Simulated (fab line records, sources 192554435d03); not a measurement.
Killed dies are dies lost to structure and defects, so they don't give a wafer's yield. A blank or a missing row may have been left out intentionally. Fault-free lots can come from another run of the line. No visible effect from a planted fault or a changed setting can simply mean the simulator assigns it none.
Lot-split experiment    flow n5 finfet    on a route of 1938 steps: 7 lots, 39 wafers read

== THE SPLIT ITSELF ==
At N5_SDB_ALD_29 (deposits SiNx, target thk 30 nm, pulse time 1 s, ald cycles 600), the setting ald cycles was moved away from the recipe's 600 on 15 of the 39 wafers read, by -52.5% to +28.0%. This setting was run at the recipe's value on the other wafers.

The split's own step is where the reading is taken.

== THE READING ==
SiNx_of_SDB_ALD_29.thk nm (the simulator's own value, which no gauge read), in nm, at N5_SDB_ALD_29 (deposits SiNx, target thk 30 nm, pulse time 1 s, ald cycles 600). The file does not state a usual value for it. The 24 wafers here that ran the recipe average 30.0 nm, standard deviation 0.13 nm.

wafer   tool, chamber at the split  ald cycles as run  against the recipe  SiNx_of_SDB_ALD_29.thk nm, nm  against lot-mates on the recipe
L076.1  ald sin-01, 2,3             600                recipe              29.8                           -
L076.2  ald sin-01, 2,3             600                recipe              29.8                           -
L076.3  ald sin-01, 0,1,1,2         600                recipe              30                             -
L076.4  ald sin-01, 0,1,1,2         600                recipe              30                             -
L076.5  ald sin-01, 0,1,1,2         600                recipe              30                             -
L076.6  ald sin-01, 0,1,1,2         600                recipe              30                             -
L080.1  ald sin-02, 3               600                recipe              29.8                           -
L080.2  ald sin-02, 2,0             600                recipe              30                             -
L080.3  ald sin-02, 2,0             600                recipe              30                             -
L085.1  ald sin-02, 2               600                recipe              29.8                           -
L085.2  ald sin-02, 0,1             600                recipe              30                             -
L085.3  ald sin-02, 0,1             600                recipe              30                             -
L085.4  ald sin-02, 3,2             480                -20.0%              24                             -5.9
L085.5  ald sin-02, 3,2             480                -20.0%              24                             -5.9
L085.6  ald sin-02, 3               480                -20.0%              24.2                           -5.7
L088.1  ald sin-02, 3               600                recipe              30                             -
L088.2  ald sin-02, 0,2             600                recipe              30.2                           -
L088.6  ald sin-02, 0,2             600                recipe              30.2                           -
L088.3  ald sin-02, 1               285                -52.5%              14.4                           -15.7
L088.4  ald sin-02, 2,3             285                -52.5%              14.2                           -15.9
L088.5  ald sin-02, 2,3             285                -52.5%              14.2                           -15.9
L091.1  ald sin-01, 1,0             600                recipe              30.2                           -
L091.5  ald sin-01, 1,0             600                recipe              30.2                           -
L091.2  ald sin-01, 3,0             441                -26.5%              22.2                           -7.9
L091.3  ald sin-01, 3,0             441                -26.5%              22.2                           -7.9
L091.4  ald sin-01, 3               600                recipe              30                             -
L091.6  ald sin-01, 1               441                -26.5%              22.4                           -7.7
L093.1  ald sin-04, 2,0             600                recipe              30                             -
L093.4  ald sin-04, 2,0             600                recipe              30                             -
L093.2  ald sin-04, 1               600                recipe              29.8                           -
L093.3  ald sin-04, 3               768                +28.0%              38.4                           +8.5
L093.5  ald sin-04, 1,2             768                +28.0%              38.2                           +8.3
L093.6  ald sin-04, 1,2             768                +28.0%              38.2                           +8.3
L094.1  ald sin-01, 1,0,3           329                -45.2%              16.4                           -13.5
L094.5  ald sin-01, 1,0,3           329                -45.2%              16.4                           -13.5
L094.6  ald sin-01, 1,0,3           329                -45.2%              16.4                           -13.5
L094.2  ald sin-01, 2,0             600                recipe              29.8                           -
L094.4  ald sin-01, 2,0             600                recipe              29.8                           -
L094.3  ald sin-01, 3               600                recipe              30                             -
Rows listing several chambers each stand for several wafers; the file does not say which wafer went through which chamber.

THE FIT
A straight line over all 39 wafers: SiNx_of_SDB_ALD_29.thk nm changes by +0.298 nm for each +1% of ald cycles; r = +1.00; the points scatter about the line by 0.14 nm.
The same after taking each lot's own level away (the mean of its wafers on the recipe; 39 wafers): +0.299 nm for each +1%; r = +1.00; scatter 0.11 nm.
The reading moves by 16 nm for the largest change in ald cycles, on that fit.
Across the lots, their own levels run from 29.87 to 30.13 nm, a range of 2.0 times the standard deviation given above.
Hence the lot-to-lot level has little effect on the slope; both slopes agree.
Check: -15.7 nm against its lot-mates is what the line predicts for one of the wafers moved furthest among these (-52.5%) when that wafer is left out of the fit. It came out at -15.7 nm against them.

== OTHER SPLITS APPLIED TO THESE WAFERS ==
Other splits were also applied to these wafers ahead of the reading. Each is held against what the fit with the lots' levels taken away leaves over:
other split on the same wafers        wafers away from the commonest value  r with SiNx_of_SDB_ALD_29.thk nm (lot level and that fit taken away)
N5_DUMMY_GATE_ETCH_31 target depth a  15                                    +0.09

== THE WHOLE CHAIN: every reading that the file lists as answering this split, in the file's order ==
step                          what it does                                                             reading                                                                     change (the file's fit)                                                           r (the file's)
N5_SDB_ALD_29                 deposits SiNx, target thk 30 nm, pulse time 1 s, ald cycles 600          SiNx_of_SDB_ALD_29.thk nm (the simulator's own value, which no gauge read)  +0.299 nm for each +1% of the setting                                             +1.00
N5_DUMMY_REMOVAL_HM_STRIP_01  strips SiNx in CH3F/O2, stops on poly-Si, target depth 4 nm, time 6.8 s  SiNx_of_SDB_ALD_29.thk nm (the simulator's own value, which no gauge read)  not straight: 14 at the lowest setting, 29.35 at the recipe, 29.2 at the highest  not given

== THE FILE'S OWN FIT ==
SiNx_of_SDB_ALD_29.thk nm changes by +0.299 nm for each +1% of ald cycles, r = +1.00.
